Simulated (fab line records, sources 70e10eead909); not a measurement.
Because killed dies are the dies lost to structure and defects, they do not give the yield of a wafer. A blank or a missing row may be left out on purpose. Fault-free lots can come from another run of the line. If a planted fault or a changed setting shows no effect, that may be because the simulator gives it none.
fab line records	flow nandHarc	part 1 of 2: steps 1 to 21 of 27
record lots=5	wafers=15	lastDay=26
route steps=1159 shown A_STAIRCASE@562
lots that met no fault: taken from a fault-free run of the same line
startH: hours from the record's first day to the start of the lot's first wafer shown	waitH: hours from the lot's prior step to this one	" same as the row above	L1.1+2: several wafers, shown together as one row	- no value, or no start given	* or withheld: withheld	< > ~ a bound
route shown NAME@n: names a module that has steps shown in the file, with the first one's number in the route	usual: mean/standard deviation taken from wafers without a fault	same: alike in all rows	chamber/n: place in a boat	sites: readings site by site	_std_site: standard deviation of those values	_edge_site: inner sites' mean taken away from outer sites' mean	radiusMm: how far each site lies from the wafer's centre	mask NAME#n: copy n	behind: the most recent tool/chamber to have shaped the wafer	hold: what put the lot on hold/how long, in hours/how the hold closed	device: names the non-switching transistor (n, p or np)	end of line: tests run on the same wafers once the route is complete	for a step that has no rows: nothing shown but its recipe	killed: dies that structure and defects cost at the first sort, which is not the same as the wafer's yield	map: the dies of a wafer, with x for killed, . for not killed, _ for no die there
set.NAME: the setting as run; set.NAME@STEP: as run at that earlier step	model.NAME: the simulator's own value behind a step, which no gauge read
lots at some steps of the route; a table a step, a row a wafer
services: the hour from which a tool's chamber was out of use, counted from the record's first day as startH (under 0 if before that day), plus the number of hours and why
## steps
# step NHARC_A_STAIRCASE_ETCH_25
# recipe targetDepthA=1000	timeS=40.5	ionEnergyEv=400	c4f8FlowSccm=20	o2FlowSccm=10	arFlowSccm=withheld	rfW=600	biasW=1000	chemistry=C4F8/O2
# usual chamberPressureMTorr=25.002/0.027	oesProductAu=0.943/0.01	rfVppV=895/5.4
# same timeS=40.5
lot.wafer	tool	chamber	startH	waitH	chamberPressureMTorr	oesProductAu	rfHoursCounterH	rfVppV
L080.3	rieDiel-09	0	-	-	24.960	0.943	9	890
L080.6	"	3	"	"	24.954	0.950	-	896
L080.5	"	0	"	"	24.962	0.939	-	889
L089.1	rieDiel-09	1	-	-	25.009	0.949	20	905
L089.4	"	3	"	"	25.035	0.948	29	898
L089.5	"	0	"	"	24.969	0.957	-	890
L090.3	rieDiel-11	3	-	-	25.026	0.948	51	892
L090.4	"	2	"	"	24.972	0.953	51	893
L090.6	"	3	"	"	24.975	0.942	-	892
L093.3	rieDiel-09	3	-	-	25.022	0.941	34	896
L093.6	"	3	"	"	24.984	0.944	-	895
L093.4	"	1	"	"	25.045	0.944	-	906
L097.1	rieDiel-13	2	-	-	24.982	0.958	35	888
L097.2	"	1	"	"	25.026	0.944	35	893
L097.5	"	3	"	"	25.016	0.950	-	905
# step NHARC_A_STAIRCASE_TRIM_26
# recipe timeS=211.2	o2FlowSccm=500	arFlowSccm=0	biasW=0	chemistry=O2
# usual chamberPressureMTorr=60.00/0.05	drypumpMotorCurrentA=5.5/0.39	oesProductAu=1.003/0.0076	rfVppV=57.7/0.94	showerheadPlenumPTorr=3.51/0.15	throttleValvePct=17.036/0.0084
# same timeS=211.2
lot.wafer	tool	chamber	startH	waitH	chamberPressureMTorr	drypumpMotorCurrentA	oesProductAu	rfHoursCounterH	rfVppV	showerheadPlenumPTorr	throttleValvePct
L080.3	rieDiel-09	3	-	-	60.07	5.3	1.009	12	58.2	3.55	17.042
L080.5	"	3	"	"	59.97	5.2	1.002	-	59.3	3.55	17.042
L080.6	"	0	"	"	60.07	4.8	1.002	-	56.7	3.35	17.043
L089.1	rieDiel-09	2	-	-	60.07	5.3	1.003	24	57.9	3.55	17.035
L089.4	"	0	"	"	60.01	4.8	1.001	28	59.6	3.35	17.047
L089.5	"	3	"	"	59.94	5.2	1.010	-	56.4	3.54	17.045
L090.3	rieDiel-11	3	-	-	59.95	5.7	1.005	51	57.7	3.44	17.029
L090.4	"	1	"	"	60.00	5.7	1.015	49	58.8	3.56	17.043
L090.6	"	3	"	"	59.92	5.8	1.006	-	57.2	3.44	17.045
L093.3	rieDiel-09	3	-	-	60.10	5.3	1.002	34	57.5	3.54	17.041
L093.4	"	1	"	"	60.03	5.4	0.995	-	57.3	3.79	17.034
L093.6	"	3	"	"	60.10	5.2	1.004	-	58.3	3.54	17.034
L097.1	rieDiel-13	0	-	-	59.98	5.4	0.992	34	57.8	3.58	17.025
L097.2	"	1	"	"	60.03	5.3	0.999	35	55.8	3.43	17.022
L097.5	"	2	"	"	59.98	5.8	1.016	-	57.6	3.31	17.050
# step NHARC_A_STAIRCASE_ETCH_27
# recipe targetDepthA=1000	timeS=40.5	ionEnergyEv=400	c4f8FlowSccm=20	o2FlowSccm=10	arFlowSccm=withheld	rfW=600	biasW=1000	chemistry=C4F8/O2
# usual chamberPressureMTorr=24.998/0.022	oesProductAu=0.944/0.0097	rfVppV=895/5.4
# same timeS=40.5
lot.wafer	tool	chamber	startH	waitH	chamberPressureMTorr	oesProductAu	rfHoursCounterH	rfVppV
L080.3	rieDiel-09	3	-	-	25.026	0.952	12	897
L080.6	"	0	"	"	25.006	0.953	-	890
L080.5	"	2	"	"	25.000	0.945	-	897
L089.1	rieDiel-09	0	-	-	25.017	0.953	28	888
L089.4	"	2	"	"	25.021	0.938	24	896
L089.5	"	1	"	"	24.985	0.958	-	906
L090.4	rieDiel-11	2	-	-	24.977	0.950	51	893
L090.3	"	3	"	"	24.980	0.944	51	894
L090.6	"	1	"	"	24.978	0.946	-	897
L093.3	rieDiel-09	3	-	-	25.014	0.943	34	896
L093.6	"	2	"	"	24.992	0.942	-	897
L093.4	"	1	"	"	25.012	0.935	-	907
L097.2	rieDiel-13	2	-	-	24.985	0.950	35	887
L097.1	"	3	"	"	24.968	0.942	35	906
L097.5	"	2	"	"	25.021	0.957	-	888
# step NHARC_A_STAIRCASE_STRIP_175
# recipe powerW=1500	tempC=250	chemistry=O2
# usual drypumpMotorCurrentA=5.8/0.51	heaterPowerW=356/22
lot.wafer	tool	chamber	startH	waitH	drypumpMotorCurrentA	heaterPowerW	rfHoursCounterH
L080.3	plasmaAsher-02	1	291.31	0.2	6.5	361	-
L080.5	"	1	"	"	6.5	372	-
L080.6	"	0	"	"	5.2	392	-
L089.1	plasmaAsher-01	1	334.39	0.1	5.6	339	15
L089.4	"	0	"	"	5.7	329	-
L089.5	"	1	"	"	5.6	335	-
L090.4	plasmaAsher-02	0	334.72	0.2	5.2	378	-
L090.3	"	1	"	"	6.5	360	-
L090.6	"	0	"	"	5.2	384	-
L093.3	plasmaAsher-02	0	355.49	0.2	5.2	377	-
L093.4	"	1	"	"	6.5	350	-
L093.6	"	1	"	"	6.5	368	-
L097.2	plasmaAsher-01	1	377.51	0.1	5.7	341	31
L097.1	"	0	"	"	5.7	327	31
L097.5	"	0	"	"	5.7	327	-
# step NHARC_A_STAIRCASE_STRIP_148
# recipe timeS=900	tempC=130	chemistry=SPM
# same timeS=900
lot.wafer	tool	chamber	startH	waitH
L080.3+5+6	wetBench-03	1,3,4	291.57	0.2
L089.1+4+5	wetBench-05	3,4,6	334.68	0.3
L090.4+6+3	wetBench-09	0,1,3	334.97	0.2
L093.3+6+4	wetBench-05	6,7,0	355.75	0.2
L097.1+2+5	wetBench-03	5,6,0	377.87	0.3
# step NHARC_A_STAIRCASE_PRECLEAN_149
# recipe timeS=*	tempC=50	bathAgeMin=0	chemistry=SC1
# same timeS=*
lot.wafer	tool	chamber	startH	waitH
L080.3+5+6	wetBench-03	1,3,4	-	-
L089.1+4+5	wetBench-05	3,4,6	-	-
L090.4+6+3	wetBench-09	0,1,3	-	-
L093.3+6+4	wetBench-05	6,7,0	-	-
L097.1+2+5	wetBench-03	5,6,0	-	-
# step NHARC_A_STAIRCASE_SRD_150
lot.wafer	tool	chamber	startH	waitH
L080.3+5+6	wetBench-03	1,3,4	-	-
L089.1+4+5	wetBench-05	3,4,6	-	-
L090.4+6+3	wetBench-09	0,1,3	-	-
L093.3+6+4	wetBench-05	6,7,0	-	-
L097.1+2+5	wetBench-03	5,6,0	-	-
# step NHARC_A_STAIRCASE_DEHYDRATE_176
# recipe tempC=150	timeS=120
# usual heaterPowerTotalW=182.6/1.3
# same timeS=120
lot.wafer	tool	chamber	startH	waitH	heaterPowerTotalW
L080.3	lithoTrack-03	0	292.04	-	183.5
L080.5	"	0	"	"	183.0
L080.6	"	0	"	"	182.3
L089.1	lithoTrack-03	0	335.14	-	182.4
L089.4	"	0	"	"	182.5
L089.5	"	0	"	"	183.2
L090.3	lithoTrack-02	0	335.43	-	183.4
L090.4	"	0	"	"	181.3
L090.6	"	0	"	"	180.9
L093.3	lithoTrack-03	0	356.20	-	182.9
L093.4	"	0	"	"	184.4
L093.6	"	0	"	"	181.1
L097.1	lithoTrack-02	0	378.32	-	183.4
L097.2	"	0	"	"	182.7
L097.5	"	0	"	"	181.3
# step NHARC_A_STAIRCASE_HMDS_177
# recipe timeS=30
# same timeS=30
lot.wafer	tool	chamber	startH	waitH
L080.3+5+6	lithoTrack-03	0	-	-
L089.1+4+5	lithoTrack-03	0	-	-
L090.3+4+6	lithoTrack-02	0	-	-
L093.3+4+6	lithoTrack-03	0	-	-
L097.1+2+5	lithoTrack-02	0	-	-
# step NHARC_A_STAIRCASE_COAT_178
# recipe spinRpm=1200
lot.wafer	tool	chamber	startH	waitH
L080.3+5+6	lithoTrack-03	0	-	-
L089.1+4+5	lithoTrack-03	0	-	-
L090.3+4+6	lithoTrack-02	0	-	-
L093.3+4+6	lithoTrack-03	0	-	-
L097.1+2+5	lithoTrack-02	0	-	-
# step NHARC_A_STAIRCASE_SOFTBAKE_179
# recipe tempC=135	timeS=170
# usual heaterPowerTotalW=134.5/1
# same timeS=170
lot.wafer	tool	chamber	startH	waitH	heaterPowerTotalW
L080.3	lithoTrack-03	0	-	-	133.2
L080.5	"	0	"	"	135.5
L080.6	"	0	"	"	133.3
L089.1	lithoTrack-03	0	-	-	135.5
L089.4	"	0	"	"	134.0
L089.5	"	0	"	"	135.3
L090.3	lithoTrack-02	0	-	-	134.3
L090.4	"	0	"	"	133.2
L090.6	"	0	"	"	135.4
L093.3	lithoTrack-03	0	-	-	135.6
L093.4	"	0	"	"	134.2
L093.6	"	0	"	"	135.2
L097.1	lithoTrack-02	0	-	-	133.3
L097.2	"	0	"	"	133.2
L097.5	"	0	"	"	133.1
# step NHARC_A_STAIRCASE_EBR_180
lot.wafer	tool	chamber	startH	waitH
L080.3+5+6	lithoTrack-03	0	-	-
L089.1+4+5	lithoTrack-03	0	-	-
L090.3+4+6	lithoTrack-02	0	-	-
L093.3+4+6	lithoTrack-03	0	-	-
L097.1+2+5	lithoTrack-02	0	-	-
# step NHARC_A_STAIRCASE_EXPOSE_181
# recipe na=0.5	doseMj=27.87	maskId=STAIR_2
lot.wafer	tool	chamber	startH	waitH	mask
L080.3+5+6	krfScanner-01	0	292.26	-	STAIR_2#0
L089.1+4+5	krfScanner-03	0	335.35	-	STAIR_2#0
L090.3+4+6	krfScanner-03	0	335.65	-	STAIR_2#0
L093.3+4+6	krfScanner-04	0	356.54	-	STAIR_2#0
L097.1+2+5	krfScanner-01	0	378.66	-	STAIR_2#0
# step NHARC_A_STAIRCASE_PEB_182
# recipe pebTempC=115	pebTimeS=130
# usual heaterPowerTotalW=123.85/0.2
lot.wafer	tool	chamber	startH	waitH	heaterPowerTotalW
L080.3	lithoTrack-03	0	292.31	0.0	123.99
L080.5	"	0	"	"	123.91
L080.6	"	0	"	"	123.97
L089.1	lithoTrack-03	0	335.41	0.1	123.83
L089.4	"	0	"	"	123.99
L089.5	"	0	"	"	123.71
L090.3	lithoTrack-05	0	335.70	0.1	123.71
L090.4	"	0	"	"	123.69
L090.6	"	0	"	"	123.95
L093.3	lithoTrack-05	0	356.60	0.0	123.70
L093.4	"	0	"	"	123.74
L093.6	"	0	"	"	123.92
L097.1	lithoTrack-03	0	378.73	0.1	123.97
L097.2	"	0	"	"	123.79
L097.5	"	0	"	"	123.81
# step NHARC_A_STAIRCASE_DEVELOP_183
# recipe timeS=140
# same timeS=140
lot.wafer	tool	chamber	startH	waitH
L080.3+5+6	lithoTrack-03	0	-	-
L089.1+4+5	lithoTrack-03	0	-	-
L090.3+4+6	lithoTrack-05	0	-	-
L093.3+4+6	lithoTrack-05	0	-	-
L097.1+2+5	lithoTrack-03	0	-	-
# step NHARC_A_STAIRCASE_HARDBAKE_185
# recipe tempC=120	timeS=140
# usual heaterPowerTotalW=127.32/0.21
# same timeS=140
lot.wafer	tool	chamber	startH	waitH	heaterPowerTotalW
L080.3	lithoTrack-02	0	292.54	-	127.11
L080.5	"	0	"	"	126.88
L080.6	"	0	"	"	127.49
L089.1	lithoTrack-05	0	335.63	-	127.39
L089.4	"	0	"	"	127.48
L089.5	"	0	"	"	127.33
L090.3	lithoTrack-03	0	335.93	-	127.37
L090.4	"	0	"	"	127.36
L090.6	"	0	"	"	127.56
L093.3	lithoTrack-03	0	356.82	-	127.38
L093.4	"	0	"	"	127.41
L093.6	"	0	"	"	127.42
L097.1	lithoTrack-05	0	378.94	-	127.02
L097.2	"	0	"	"	127.18
L097.5	"	0	"	"	127.59
# step NHARC_A_STAIRCASE_DESCUM_186
# recipe timeS=3	o2FlowSccm=200	arFlowSccm=0	biasPowerW=0	chemistry=O2
# usual chamberPressureMTorr=60.00/0.057	drypumpMotorCurrentA=5.6/0.42	oesProductAu=1.001/0.009	rfVppV=57.7/0.91	showerheadPlenumPTorr=1.89/0.087	throttleValvePct=11.312/0.0097
# same timeS=3
lot.wafer	tool	chamber	startH	waitH	chamberPressureMTorr	drypumpMotorCurrentA	oesProductAu	rfHoursCounterH	rfVppV	showerheadPlenumPTorr	throttleValvePct
L080.3	rieDiel-13	0	292.64	-	60.08	5.4	0.998	4	58.7	1.95	11.321
L080.6	"	2	"	"	59.94	5.7	1.006	-	56.9	1.80	11.315
L080.5	"	3	"	"	59.99	6.6	1.006	-	58.0	2.08	11.314
L089.4	rieDiel-11	0	335.73	-	59.95	5.5	1.014	52	57.3	1.79	11.323
L089.1	"	1	"	"	60.09	5.7	1.012	49	58.1	1.93	11.300
L089.5	"	0	"	"	60.04	5.5	1.011	-	58.3	1.79	11.303
L090.4	rieDiel-13	3	336.02	-	60.03	6.5	1.001	16	58.3	2.07	11.291
L090.3	"	0	"	"	60.07	5.4	0.999	17	58.6	1.95	11.304
L090.6	"	3	"	"	60.04	6.6	0.998	-	59.0	2.07	11.298
L093.3	rieDiel-09	1	356.90	-	59.96	5.4	0.988	26	59.2	2.07	11.309
L093.6	"	1	"	"	59.91	5.4	0.989	-	59.7	2.07	11.313
L093.4	"	2	"	"	59.99	5.3	1.000	-	57.8	1.92	11.326
L097.2	rieDiel-09	1	379.04	-	60.10	5.4	1.008	37	57.4	2.06	11.310
L097.1	"	3	"	"	59.90	5.2	1.014	43	57.9	1.92	11.317
L097.5	"	1	"	"	60.01	5.4	1.000	-	58.9	2.06	11.305
# step NHARC_A_STAIRCASE_TRIM_187
# recipe timeS=211.2	o2FlowSccm=500	arFlowSccm=0	biasW=0	chemistry=O2
# usual chamberPressureMTorr=60.00/0.055	drypumpMotorCurrentA=5.6/0.42	oesProductAu=1.003/0.0078	rfVppV=57.7/0.91	showerheadPlenumPTorr=3.49/0.15	throttleValvePct=17.038/0.0091
# same timeS=211.2
lot.wafer	tool	chamber	startH	waitH	chamberPressureMTorr	drypumpMotorCurrentA	oesProductAu	rfHoursCounterH	rfVppV	showerheadPlenumPTorr	throttleValvePct
L080.3	rieDiel-13	0	292.72	0.1	59.94	5.5	1.005	4	57.2	3.59	17.043
L080.6	"	0	"	"	59.97	5.5	0.997	-	58.3	3.59	17.042
L080.5	"	1	"	"	59.96	5.4	0.999	-	57.4	3.45	17.023
L089.1	rieDiel-11	0	335.81	0.1	59.97	5.5	1.001	52	58.1	3.32	17.048
L089.4	"	2	"	"	60.01	5.8	0.997	52	58.5	3.45	17.039
L089.5	"	0	"	"	59.99	5.5	0.999	-	56.7	3.32	17.029
L090.4	rieDiel-13	0	336.10	0.1	60.03	5.5	1.008	17	59.0	3.58	17.037
L090.3	"	2	"	"	60.03	5.7	1.013	18	57.4	3.32	17.044
L090.6	"	0	"	"	60.17	5.5	1.007	-	59.8	3.58	17.053
L093.3	rieDiel-09	3	357.01	0.1	59.99	5.3	0.997	34	57.2	3.54	17.039
L093.4	"	3	"	"	59.90	5.3	1.009	-	57.5	3.54	17.034
L093.6	"	2	"	"	59.93	5.3	0.985	-	57.5	3.55	17.044
L097.2	rieDiel-09	0	379.12	0.1	59.98	4.8	1.000	38	57.1	3.34	17.030
L097.1	"	2	"	"	59.97	5.3	1.008	40	58.0	3.54	17.036
L097.5	"	1	"	"	60.05	5.5	0.993	-	57.4	3.79	17.041
# step NHARC_A_STAIRCASE_ETCH_188
# recipe targetDepthA=1000	timeS=40.5	ionEnergyEv=400	c4f8FlowSccm=20	o2FlowSccm=10	arFlowSccm=withheld	rfW=600	biasW=1000	chemistry=C4F8/O2
# usual chamberPressureMTorr=24.997/0.029	oesProductAu=0.936/0.013	rfVppV=895/5.5
# same timeS=40.5
lot.wafer	tool	chamber	startH	waitH	chamberPressureMTorr	oesProductAu	rfHoursCounterH	rfVppV
L080.3	rieDiel-13	0	-	-	25.012	0.926	4	898
L080.6	"	2	"	"	24.987	0.951	-	889
L080.5	"	3	"	"	25.020	0.934	-	905
L089.1	rieDiel-11	0	-	-	25.003	0.937	52	888
L089.4	"	3	"	"	24.994	0.937	52	893
L089.5	"	0	"	"	25.023	0.934	-	887
L090.4	rieDiel-13	2	-	-	25.000	0.927	18	888
L090.3	"	3	"	"	25.001	0.915	17	906
L090.6	"	3	"	"	24.970	0.924	-	906
L093.3	rieDiel-09	3	-	-	25.003	0.934	34	896
L093.6	"	3	"	"	25.005	0.938	-	897
L093.4	"	1	"	"	25.020	0.932	-	904
L097.2	rieDiel-09	2	-	-	25.001	0.943	40	895
L097.1	"	3	"	"	24.984	0.972	43	895
L097.5	"	1	"	"	25.044	0.940	-	906
# step NHARC_A_STAIRCASE_TRIM_189
# recipe timeS=211.2	o2FlowSccm=500	arFlowSccm=0	biasW=0	chemistry=O2
# usual chamberPressureMTorr=60.00/0.059	drypumpMotorCurrentA=5.6/0.41	oesProductAu=1.002/0.0085	rfVppV=57.7/0.79	showerheadPlenumPTorr=3.50/0.15	throttleValvePct=17.037/0.0084
# same timeS=211.2
lot.wafer	tool	chamber	startH	waitH	chamberPressureMTorr	drypumpMotorCurrentA	oesProductAu	rfHoursCounterH	rfVppV	showerheadPlenumPTorr	throttleValvePct
L080.3	rieDiel-13	3	-	-	60.07	6.6	0.990	4	58.7	3.81	17.033
L080.5	"	0	"	"	59.97	5.4	1.000	-	58.1	3.59	17.059
L080.6	"	1	"	"	59.99	5.4	0.994	-	58.0	3.45	17.047
L089.1	rieDiel-11	0	-	-	60.03	5.5	1.007	52	57.2	3.32	17.045
L089.4	"	1	"	"	60.03	5.7	1.015	49	58.4	3.56	17.032
L089.5	"	3	"	"	59.96	5.7	1.009	-	56.8	3.44	17.041
L090.4	rieDiel-13	2	-	-	59.98	5.7	1.013	18	58.6	3.32	17.035
L090.3	"	1	"	"	59.89	5.4	0.999	18	57.8	3.44	17.022
L090.6	"	2	"	"	60.03	5.7	1.010	-	57.7	3.32	17.025
L093.3	rieDiel-09	2	-	-	60.06	5.3	0.996	30	57.0	3.55	17.039
L093.4	"	2	"	"	60.11	5.3	1.002	-	57.7	3.55	17.051
L093.6	"	1	"	"	59.98	5.4	0.997	-	58.2	3.79	17.047
L097.2	rieDiel-09	1	-	-	60.10	5.4	0.997	37	58.4	3.79	17.029
L097.1	"	2	"	"	60.12	5.3	1.000	40	57.3	3.54	17.043
L097.5	"	1	"	"	60.05	5.4	1.000	-	57.6	3.79	17.034
# step NHARC_A_STAIRCASE_ETCH_190
# recipe targetDepthA=1000	timeS=40.5	ionEnergyEv=400	c4f8FlowSccm=20	o2FlowSccm=10	arFlowSccm=withheld	rfW=600	biasW=1000	chemistry=C4F8/O2
# usual chamberPressureMTorr=25.001/0.023	oesProductAu=0.940/0.012	rfVppV=895/5.3
# same timeS=40.5
lot.wafer	tool	chamber	startH	waitH	chamberPressureMTorr	oesProductAu	rfHoursCounterH	rfVppV
L080.3	rieDiel-13	3	-	-	24.942	0.947	4	906
L080.5	"	0	"	"	24.968	0.935	-	898
L080.6	"	1	"	"	25.001	0.939	-	893
L089.1	rieDiel-11	3	-	-	25.006	0.930	52	893
L089.4	"	0	"	"	25.012	0.945	52	889
L089.5	"	2	"	"	25.009	0.930	-	894
L090.4	rieDiel-13	2	-	-	25.026	0.957	18	890
L090.3	"	3	"	"	24.970	0.949	17	905
L090.6	"	0	"	"	25.006	0.949	-	899
L093.3	rieDiel-09	2	-	-	24.998	0.926	32	897
L093.4	"	2	"	"	25.009	0.912	-	896
L093.6	"	3	"	"	24.993	0.928	-	897
L097.2	rieDiel-09	2	-	-	25.065	0.925	40	898
L097.1	"	3	"	"	24.998	0.944	43	898
L097.5	"	2	"	"	24.994	0.933	-	898
